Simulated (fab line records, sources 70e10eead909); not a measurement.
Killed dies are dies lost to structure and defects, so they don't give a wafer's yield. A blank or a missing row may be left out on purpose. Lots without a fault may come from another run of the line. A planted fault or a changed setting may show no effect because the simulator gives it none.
A struck lot beside a sound one | flow nand_harc | 40 steps out of a route of 1159
Sound: wafers L398.2, L398.3, L398.4. Struck: wafers L411.2, L411.5, L411.6. The cause comes at the end.
At each step with rows: each side's tool, then ch and its chambers, then its first start. Under that, the readings that differ: sound wafers | struck wafers | difference of the means | sigmas: that difference in standard deviations of wafers without a fault.
alike: readings whose means differ by less than 2 such deviations, and words and numbers that are the same on both sides. not compared: withheld readings, readings that some wafer has no value for, bounds like >300 that may hide the same value, and numbers for which the record gives no deviation and whose values overlap.
The two part at a step that has a row with sigmas, a row that says differs or no value, or rows on one side only. Numbers that don't overlap but have no deviation are shown without sigmas and don't part them. A reading that every wafer of one side lacks parts them only if that side has two wafers or more.

NHARC_P_CONTACT_INSPECT_14:
  sound on defect_inspect-02, day 8 06:37; struck on defect_inspect-01, day 11 11:29
  alike: raw_defect_count
NHARC_P_CONTACT_DESCUM_17: chemistry O2, time 3 s.
  sound on rie_diel-07 ch 0,2,3, day 8 06:40; struck on rie_diel-11 ch 0,1,2, day 11 11:34
  reading               | sound             | struck            | difference | sigmas
  oes_product_au (a.u.) | 0.994 0.993 0.988 | 1.019 1.013 1.008 | +0.022     | +2
  alike: drypump_motor_current_A, mfc_ar_sccm, rf_vpp_V, showerhead_plenum_p_Torr, throttle_valve_pct
  not compared: rf_hours_counter_h
then, 2 steps without rows for these wafers: NHARC_P_CONTACT_ETCH_35 (etches the open film in CF4, target depth 39 nm, time 65 s); NHARC_P_CONTACT_ETCH_36 (etches the open film in N2/H2, target depth 260 nm, time 406.25 s).
NHARC_P_CONTACT_ETCH_18: etches the open film in C4F8/O2/Ar, target depth 481 nm, time 240.5 s.
  sound on rie_diel-07 ch 0,1,3; struck on rie_diel-11 ch 2,3
  alike: oes_product_au, rf_vpp_V
  not compared: rf_hours_counter_h
then, 1 step without rows for these wafers: NHARC_P_CONTACT_STRIP_37 (strips in C4F8/O2/Ar).
NHARC_P_CONTACT_ETCH_31: etches the open film in CH3F/O2, target depth 30 nm, time 85.7 s.
  sound on rie_diel-07 ch 0,1,2; struck on rie_diel-11 ch 0,2,3
  alike: drypump_motor_current_A, mfc_ar_sccm, oes_product_au, rf_vpp_V, showerhead_plenum_p_Torr, throttle_valve_pct
  not compared: rf_hours_counter_h
NHARC_P_CONTACT_CD_MEAS_19:
  sound on cd_sem-02, day 8 07:33; struck on cd_sem-01, day 11 12:25
  alike: cd_nm
then, 4 steps without rows for these wafers: NHARC_P_CONTACT_STRIP_28 (strips in O2); NHARC_P_CONTACT_STRIP_29 (strips in post etch residue remover, time 1200 s); NHARC_P_CONTACT_DEGAS_38 (time 60 s); NHARC_P_CONTACT_PRE_CLEAN_39 (time 19.5 s).
NHARC_P_CONTACT_PVD_32: deposits Ti, target thk 5 nm, time 17.7 s.
  sound on pvd_sputter-03, day 8 08:32; struck on pvd_sputter-03, day 11 13:36
  alike: throttle_valve_pct
then, 14 steps without rows for these wafers: NHARC_P_CONTACT_ALD_22 (deposits TiN, target thk 3 nm, pulse time 1 s, ald cycles 150); NHARC_P_CONTACT_CVD_23 (deposits W, target thk 200 nm, time 557 s); NHARC_P_CONTACT_CMP_24 (polishes, t overpolish 30 s, target thk 200 nm); NHARC_P_CONTACT_SRD_26; NHARC_P_M0_DEP_00 (deposits SiOC, target thk 150 nm); NHARC_P_M0_DEHYDRATE_01 (time 120 s); NHARC_P_M0_HMDS_02 (time 30 s); NHARC_P_M0_COAT_33 (time 65 s); NHARC_P_M0_COAT_03 (resist thk 90 nm); NHARC_P_M0_SOFTBAKE_04 (time 55 s); NHARC_P_M0_EBR_05; NHARC_P_M0_EXPOSE_06 (exposes mask P M0, target cd 90 nm); NHARC_P_M0_PEB_07 (peb time 65 s); NHARC_P_M0_DEVELOP_08 (develop time 35 s).
NHARC_P_M0_CD_MEAS_09: target cd 90 nm.
  sound on cd_sem-03 ch 0, day 8 13:23; struck on cd_sem-02 ch 0, day 11 15:46
  reading    | sound          | struck         | difference | sigmas
  cd_nm (nm) | 88.0 88.5 87.9 | 91.0 91.3 91.8 | +3.2       | +3
NHARC_P_M0_OVL_MEAS_10: pitch 180 nm.
  sound on overlay-01, day 8 13:28; struck on overlay-02, day 11 15:51
  reading           | sound       | struck         | difference | sigmas
  overlay_x_nm (nm) | 1.1 1.2 1.2 | -1.5 -1.3 -1.4 | -2.6       | -3
  overlay_y_nm (nm) | 0.4 1.0 0.4 | -1.5 -1.9 -1.3 | -2.2       | -3
then, 1 step without rows for these wafers: NHARC_P_M0_DESCUM_14 (chemistry O2, time 3 s).
NHARC_P_M0_ETCH_34: etches the open film in N2/H2, target depth 40 nm, overetch 12 nm, time 43.94 s.
  sound on rie_diel-04 ch 1,2,3, day 8 13:40; struck on rie_diel-04 ch 1,2,3, day 11 16:02
  alike: drypump_motor_current_A, mfc_ar_sccm, oes_product_au, rf_vpp_V, showerhead_plenum_p_Torr, throttle_valve_pct
  not compared: rf_hours_counter_h
then, 1 step without rows for these wafers: NHARC_P_M0_ETCH_15 (etches the open film in C4F8/Ar, target depth 150 nm, overetch 15 nm, time 82.5 s).
NHARC_P_M0_CD_MEAS_16:
  sound on cd_sem-03, day 8 13:52; struck on cd_sem-02, day 11 16:15
  reading    | sound          | struck         | difference | sigmas
  cd_nm (nm) | 89.1 88.6 87.9 | 91.4 92.5 91.6 | +3.3       | +3
then, 2 steps without rows for these wafers: NHARC_P_M0_STRIP_18 (strips in N2/H2); NHARC_P_M0_STRIP_19 (strips in post etch residue remover, time 600 s).
NHARC_P_M0_DEGAS_28: time 60 s.
  sound on pvd_sputter-02, day 8 14:29; struck on pvd_sputter-03, day 11 16:53
  alike: heater_power_w
then, 3 steps without rows for these wafers: NHARC_P_M0_PRE_CLEAN_29 (time 30 s); NHARC_P_M0_PVD_20 (deposits TaN, target thk 5 nm, time 8.06 s); NHARC_P_M0_PVD_21 (deposits Cu, target thk 30 nm, time 20.49 s).
-- the record jumps here: 14 days lie between the struck wafers' starts before and after (it left off in module P_M0 and takes up again in module END, whose first step shown is number 1159 of the route) --
NHARC_END_SORT_01:
  sound on prober-01 ch 0, day 22 02:41; struck on prober-01 ch 0, day 25 17:34
  reading             | sound    | struck      | difference | sigmas
  killed_at_periphery | 3 1 3    | 72 90 81    | +79        | +33
  killed_dies         | 44 34 34 | 116 118 119 | +80        | +7
  alike: killed_at_array, killed_at_other, killed_open, killed_short

WHERE THEY PART
First at NHARC_P_CONTACT_DESCUM_17; last, within this record, at NHARC_END_SORT_01.

WHY: what the simulator had put in
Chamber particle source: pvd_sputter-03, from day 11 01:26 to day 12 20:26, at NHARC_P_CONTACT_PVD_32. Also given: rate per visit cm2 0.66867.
